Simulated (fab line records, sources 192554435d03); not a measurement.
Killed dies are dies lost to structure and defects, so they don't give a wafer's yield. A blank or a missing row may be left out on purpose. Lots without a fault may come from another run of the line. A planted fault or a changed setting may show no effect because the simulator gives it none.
Which tool did it? | flow n5_finfet | 10 lots, 29 wafers sampled, at 5 steps of a route of 1938

WHAT THE GAUGES READ, wafer by wafer
N5_BEOL_M4_RC_MEAS_101. Usual: DIBL_N 36.6 mV/V, standard deviation 1.8; DIBL_P 37.1 mV/V, standard deviation 2.1; IOFF_N 0.17 nA/um, standard deviation 0.033; IOFF_P 0.23 nA/um, standard deviation 0.039; ION_N 681 uA/um, standard deviation 13; ION_P 467 uA/um, standard deviation 8.7; SS_N 71.6 mV/dec, standard deviation 0.59; SS_P 73.4 mV/dec, standard deviation 0.63; VT_N 249 mV, standard deviation 3.4; VT_P -249 mV, standard deviation 3.7.
lot  | measured     | on        | DIBL_N (mV/V)  | DIBL_P (mV/V)  | IOFF_N (nA/um) | IOFF_P (nA/um) | ION_N (uA/um) | ION_P (uA/um) | SS_N (mV/dec)  | SS_P (mV/dec)  | VT_N (mV)   | VT_P (mV)      | flag
L696 | day 7 22:34  | prober-01 | 38.4 36.5 38.5 | 38.5 36.3 37.2 | 0.19 0.15 0.19 | 0.23 0.19 0.20 | 685 692 680   | 469 470 457   | 71.4 70.9 72.4 | 74.2 73.0 73.7 | 247 249 247 | -252 -253 -252 |
L698 | day 8 16:04  | prober-01 | 38.0 38.2 38.5 | 40.2 38.5 40.0 | 0.19 0.18 0.18 | 0.25 0.21 0.24 | 693 672 686   | 471 456 468   | 71.1 71.4 71.2 | 73.5 72.3 73.1 | 245 249 249 | -248 -251 -248 |
L699 | day 8 19:08  | prober-01 | 35.2 35.8 37.4 | 36.8 37.1 38.8 | 0.17 0.17 0.20 | 0.22 0.22 0.24 | 702 672 679   | 475 457 457   | 71.5 71.5 72.4 | 72.8 72.9 72.8 | 246 250 246 | -248 -248 -250 |
L700 | day 8 20:31  | prober-01 | 35.7 39.7 36.5 | 34.3 39.0 35.1 | 0.14 0.22 0.16 | 0.17 0.24 0.18 | 664 688 688   | 457 467 460   | 71.4 72.0 71.5 | 73.7 74.4 73.4 | 251 246 246 | -255 -251 -254 |
L701 | day 9 11:08  | prober-01 | 32.4 37.3 35.6 | 32.3 37.8 35.1 | 0.12 0.20 0.17 | 0.14 0.21 0.17 | 669 693 682   | 452 465 461   | 70.3 72.4 72.0 | 72.2 73.7 72.6 | 251 244 249 | -256 -251 -257 |
L712 | day 12 05:02 | prober-02 | 38.4 36.0 36.4 | 38.3 36.4 36.4 | 0.20 0.16 0.17 | 0.25 0.23 0.23 | 688 664 671   | 467 462 463   | 72.3 71.3 72.0 | 74.1 72.6 72.9 | 249 253 249 | -248 -250 -248 |
L713 | day 12 07:26 | prober-01 | 35.4 35.7 35.4 | 34.9 35.0 34.0 | 0.14 0.15 0.13 | 0.18 0.19 0.17 | 671 667 672   | 463 456 462   | 71.5 72.1 71.3 | 72.5 72.5 73.2 | 251 251 251 | -253 -252 -254 |
L714 | day 12 21:51 | prober-01 | 41.1 38.7 42.3 | 37.9 36.7 40.7 | 0.23 0.17 0.27 | 0.26 0.24 0.31 | 681 688 699   | 464 470 473   | 72.8 71.3 72.5 | 73.4 73.5 74.0 | 247 252 245 | -248 -248 -246 |
L717 | day 13 04:14 | prober-01 | 41.7 36.8      | 43.4 36.5      | 0.33 0.17      | 0.40 0.23      | 728 681       | 499 472       | 72.3 71.1      | 75.2 73.5      | 237 248     | -238 -248      |
L718 | day 13 06:14 | prober-02 | 35.8 35.4 33.9 | 36.8 35.9 34.5 | 0.18 0.18 0.15 | 0.26 0.25 0.23 | 677 695 699   | 476 483 475   | 71.2 71.0 70.7 | 73.4 73.1 73.2 | 246 246 250 | -244 -242 -242 |

WHICH TOOL RAN EACH LOT (tool, then ch and the chambers of the sampled wafers, then the start)
lot  | N5_HKMG_FIN_STRIP_88                | N5_HKMG_FIN_NWFM_ALD_20            | N5_HKMG_FIN_ALD_71                 | N5_HKMG_FIN_ALD_72
L696 | plasma_asher-01 ch 0,1, day 4 06:07 | ald_metal-03 ch 2,3, day 4 06:30   | ald_metal-03 ch 2,3, day 4 06:36   | cvd_w-01 ch 1, day 4 08:10
L698 | plasma_asher-01 ch 0,1, day 4 15:10 | ald_metal-03 ch 0,1,3, day 4 15:33 | ald_metal-03 ch 0,1,3, day 4 15:38 | cvd_w-02 ch 0,1, day 4 17:06
L699 | plasma_asher-02 ch 0,1, day 4 22:26 | ald_metal-03 ch 0,1,3, day 4 22:49 | ald_metal-03 ch 0,1,3, day 4 22:55 | cvd_w-02 ch 0,1, day 5 00:27
L700 | plasma_asher-01 ch 0,1, day 5 03:17 | ald_metal-03 ch 0,3, day 5 03:33   | ald_metal-03 ch 0,3, day 5 03:39   | cvd_w-02 ch 0,1, day 5 05:07
L701 | plasma_asher-01 ch 0,1, day 5 11:38 | ald_metal-03 ch 0,1,3, day 5 11:54 | ald_metal-03 ch 0,1,3, day 5 12:00 | cvd_w-01 ch 0,1, day 5 13:28
L712 | plasma_asher-02 ch 0,1, day 8 07:05 | ald_metal-03 ch 1,2,3, day 8 07:28 | ald_metal-03 ch 1,2,3, day 8 07:34 | cvd_w-01 ch 0,1, day 8 09:16
L713 | plasma_asher-02 ch 0,1, day 8 09:05 | ald_metal-03 ch 1,3, day 8 09:21   | ald_metal-03 ch 1,3, day 8 09:27   | cvd_w-02 ch 0,1, day 8 11:04
L714 | plasma_asher-01 ch 0,1, day 8 16:38 | ald_metal-04 ch 0,1,2, day 8 17:01 | ald_metal-04 ch 0,1,2, day 8 17:07 | cvd_w-02 ch 0,1, day 8 18:34
L717 | plasma_asher-01 ch 0,1, day 9 09:34 | ald_metal-04 ch 0,3, day 9 09:46   | ald_metal-04 ch 0,3, day 9 09:56   | cvd_w-02 ch 0,1, day 9 11:17
L718 | plasma_asher-02 ch 0,1, day 9 19:25 | ald_metal-03 ch 1,2,3, day 9 19:49 | ald_metal-03 ch 1,2,3, day 9 19:55 | cvd_w-02 ch 0,1, day 9 21:22
- N5_HKMG_FIN_STRIP_88: strips in N2/H2, time 360 s.
- N5_HKMG_FIN_NWFM_ALD_20: deposits TiAlC, target thk 2 nm, pulse time 3 s, purge time 2 s.
- N5_HKMG_FIN_ALD_71: deposits TiN, target thk 1 nm, pulse time 1 s, purge time 3 s.
- N5_HKMG_FIN_ALD_72: deposits W, target thk 2 nm, pulse time 1 s, purge time 2 s.

WHAT THE TOOLS THEMSELVES READ (means of the sampled wafers that have a number; where no wafer has one, the mark that the record gives instead)
N5_HKMG_FIN_STRIP_88. Usual: drypump_motor_current_A 5.5 A, standard deviation 0.51; h2_flow_sccm 3250 sccm, standard deviation 9.8; heater_power_w 428 W, standard deviation 14; n2_flow_sccm 1750 sccm, standard deviation 5.
lot  | tool            | drypump_motor_current_A (A) | h2_flow_sccm (sccm) | heater_power_w (W) | n2_flow_sccm (sccm) | flag
L696 | plasma_asher-01 | 5.3                         | 3245                | 422                | 1750                |
L698 | plasma_asher-01 | 5.3                         | 3248                | 411                | 1748                |
L699 | plasma_asher-02 | 5.9                         | 3243                | 435                | 1754                |
L700 | plasma_asher-01 | 5.3                         | 3255                | 414                | 1747                |
L701 | plasma_asher-01 | 5.3                         | 3246                | 429                | 1746                |
L712 | plasma_asher-02 | 5.9                         | 3248                | 434                | 1751                |
L713 | plasma_asher-02 | 5.9                         | 3260                | 444                | 1751                |
L714 | plasma_asher-01 | 5.3                         | 3255                | 418                | 1753                |
L717 | plasma_asher-01 | 5.3                         | 3244                | 422                | 1749                |
L718 | plasma_asher-02 | 5.9                         | 3245                | 431                | 1751                |

N5_HKMG_FIN_NWFM_ALD_20. Usual: heater_power_w 476 W, standard deviation 55; precursor_pulse_height_rel 1.002, standard deviation 0.021.
lot  | tool         | heater_power_w (W) | precursor_pulse_height_rel | flag
L696 | ald_metal-03 | 497                | 1.001                      |
L698 | ald_metal-03 | 451                | 1.022                      |
L699 | ald_metal-03 | 449                | 1.005                      |
L700 | ald_metal-03 | 484                | 0.995                      |
L701 | ald_metal-03 | 447                | 1.010                      |
L712 | ald_metal-03 | 451                | 0.983                      |
L713 | ald_metal-03 | 454                | 1.003                      |
L714 | ald_metal-04 | 422                | 0.999                      |
L717 | ald_metal-04 | 426                | 0.993                      |
L718 | ald_metal-03 | 450                | 0.989                      |

N5_HKMG_FIN_ALD_71. Usual: heater_power_w 856 W, standard deviation 100; precursor_pulse_height_rel 0.999, standard deviation 0.02.
lot  | tool         | heater_power_w (W) | precursor_pulse_height_rel | flag
L696 | ald_metal-03 | 900                | 0.990                      |
L698 | ald_metal-03 | 813                | 0.985                      |
L699 | ald_metal-03 | 800                | 1.015                      |
L700 | ald_metal-03 | 862                | 0.997                      |
L701 | ald_metal-03 | 804                | 0.999                      |
L712 | ald_metal-03 | 824                | 1.023                      |
L713 | ald_metal-03 | 796                | 1.007                      |
L714 | ald_metal-04 | 771                | 1.003                      |
L717 | ald_metal-04 | 770                | 0.980                      |
L718 | ald_metal-03 | 817                | 1.005                      |

N5_HKMG_FIN_ALD_72. Usual: heater_power_w 465 W, standard deviation 61; precursor_pulse_height_rel 1.000, standard deviation 0.018.
lot  | tool     | heater_power_w (W) | precursor_pulse_height_rel | flag
L696 | cvd_w-01 | 517                | 0.982                      |
L698 | cvd_w-02 | 406                | 1.003                      |
L699 | cvd_w-02 | 398                | 0.984                      |
L700 | cvd_w-02 | 404                | 1.026                      |
L701 | cvd_w-01 | 527                | 0.999                      |
L712 | cvd_w-01 | 535                | 0.990                      |
L713 | cvd_w-02 | 414                | 0.997                      |
L714 | cvd_w-02 | 405                | 1.025                      |
L717 | cvd_w-02 | 412                | 1.000                      |
L718 | cvd_w-02 | 411                | 1.001                      |

THE ANSWER, worked out from the rows above alone
Rule: a lot is off if the mean of its wafers that have a number lies more than 3 standard deviations from the usual mean. A lot without any number at a reading at which 4 lots or more have one is off too. The other lots that the step has rows for count as sound. The gauges are gone through in route order, then the tools' own readings, and for those a lot's mean is taken as printed above. The first step at which some lot is off is used, and at that step the reading that is off furthest; a lot without a number counts as furthest.
No lot is off at any reading shown: from this, nothing can be told.

WHAT THE SIMULATOR HAD PUT IN
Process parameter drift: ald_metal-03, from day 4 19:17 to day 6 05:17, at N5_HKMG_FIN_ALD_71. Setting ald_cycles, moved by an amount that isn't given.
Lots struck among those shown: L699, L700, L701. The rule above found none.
